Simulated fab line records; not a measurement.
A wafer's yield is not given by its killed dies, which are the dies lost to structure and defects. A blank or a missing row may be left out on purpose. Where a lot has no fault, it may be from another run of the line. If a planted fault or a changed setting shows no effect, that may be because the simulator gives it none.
A struck lot beside a sound one -- flow n5Finfet -- 15 steps out of a route of 1938
Sound: these wafers, L667.1, L667.2, L667.5. Wafers struck: L669.1, L669.2, L669.5. The cause comes at the end.
Each step with rows lists, per side, the tool, then ch with its chambers, then its first start. Under that, the readings that differ: sound wafers -- struck wafers -- difference of the means -- sigmas: that difference in standard deviations of wafers without a fault.
alike: words and numbers the same on both sides, and readings whose means are apart by under 2 such deviations; not compared: readings that were withheld, readings missing a value for some wafer, numbers with overlapping values and no deviation given by the record, and bounds like >300 which may hide the same value.
A row with sigmas, a row that says differs or no value, or rows on one side alone: a step with any of these is where the two part. Non-overlapping numbers with no deviation appear without sigmas and do not part them. A reading that every wafer of one side lacks parts them only if that side has two wafers or more.

N5_SD_EPI_N_OVL_MEAS_10:
  sound on overlay-02 ch 0, day 5 23:40; struck on overlay-01 ch 0, day 6 09:10
  alike: SD_N_BLK_OVL
N5_SD_EPI_N_INSPECT_11: inspects for defects (macro).
  sound on defectInspect-01 at day 5 23:41; struck on defectInspect-01 at day 6 09:11
  alike: rawDefectCount
N5_SD_EPI_N_DESCUM_14: chemistry O2, time 7.9 s.
  sound on rieDiel-02 ch 0,2,3, day 5 23:43; struck on rieDiel-02 ch 2,3, day 6 09:14
  alike: drypumpMotorCurrentA, oesProductAu, rfVppV, showerheadPlenumPTorr, throttleValvePct
  not compared: rfHoursCounterH
then, 4 steps without rows for these wafers: N5_SD_EPI_N_ETCH_34 (etches SiARC in CF4, target depth 45.5 nm, time 75.8 s); N5_SD_EPI_N_ETCH_35 (etches SOC in N2/H2, overetch 108 nm, time 486 s); N5_SD_EPI_N_STRIP_36 (strips in N2/H2); N5_SD_EPI_N_ETCHBACK_44 (etches SiNx in CH3F/O2, stops on SiO2, target depth 14.5 nm).
N5_SD_EPI_N_ETCH_45: etches SiOCN in CH3F/O2, target depth 6 nm.
  sound on rieDiel-02 ch 0,2,3, day 6 00:14; struck on rieDiel-02 ch 2,3, day 6 09:44
  alike: CH3F_flow_sccm, O2_flow_sccm, drypumpMotorCurrentA, oesProductAu, rfVppV, showerheadPlenumPTorr, throttleValvePct
  not compared: rfHoursCounterH
N5_SD_EPI_N_ETCH_16: etches SiO2 in CHF3/O2, target depth 5 nm.
  sound on rieDiel-02 ch 0,2,3, day 6 00:20; struck on rieDiel-02 ch 2,3, day 6 09:50
  alike: CHF3_flow_sccm, O2_flow_sccm, drypumpMotorCurrentA, oes_ar_750_au, oes_o_777_au, oesProductAu, rfVppV, showerheadPlenumPTorr, throttleValvePct
  not compared: rfHoursCounterH
then, 1 step without rows for these wafers: N5_SD_EPI_N_STRIP_47 (strips in CHF3/O2).
N5_SD_EPI_N_SD_RECESS_17: chemistry HBr/Cl2/O2, target depth 41 nm, time 23.7 s, bt time 3 s.
  sound on rieSi-01 ch 1,2,3, day 6 00:24; struck on rieSi-01 ch 0,1,2, day 6 09:55
  alike: O2_flow_sccm, drypumpMotorCurrentA, oes_o_777_au, oesProductAu, throttleValvePct
  not compared: rfHoursCounterH
N5_SD_EPI_N_STRIP_38: strips in N2/H2.
  sound on plasmaAsher-02 ch 0,1, day 6 00:29; struck on plasmaAsher-02 ch 0,1, day 6 10:01
  alike: drypumpMotorCurrentA, heaterPowerW, n2FlowSccm, oesProductAu
  not compared: rfHoursCounterH
N5_SD_EPI_N_WET_ETCH_43: etches SiO2 in dHF, time 14 s, target depth 1.5 nm.
  sound on wetBench-04 ch 0,5,7, day 6 00:35; struck on wetBench-02 ch 0,1,5, day 6 10:05
  no value came back on the struck wafers for tempC (C), timeS (s); on the sound wafers tempC (C) reads 24.99 24.92 25.08
reading,sound,struck,difference,sigmas
model.SiNx_of_SPACER0_ALD_08.thkNm (nm),1.6 1.6 1.6,2 2 2,+0,
then, 2 steps without rows for these wafers: N5_SD_EPI_N_STRIP_18 (strips in SPM, time 750 s); N5_PASSIVATION_PROBE_49.

WHERE THEY PART
Only at N5_SD_EPI_N_WET_ETCH_43, as far as this record shows.

WHY: the cause the simulator had injected
Skipped step whole: wetBench-02, from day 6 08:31 on, at N5_SD_EPI_N_WET_ETCH_43. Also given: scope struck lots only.
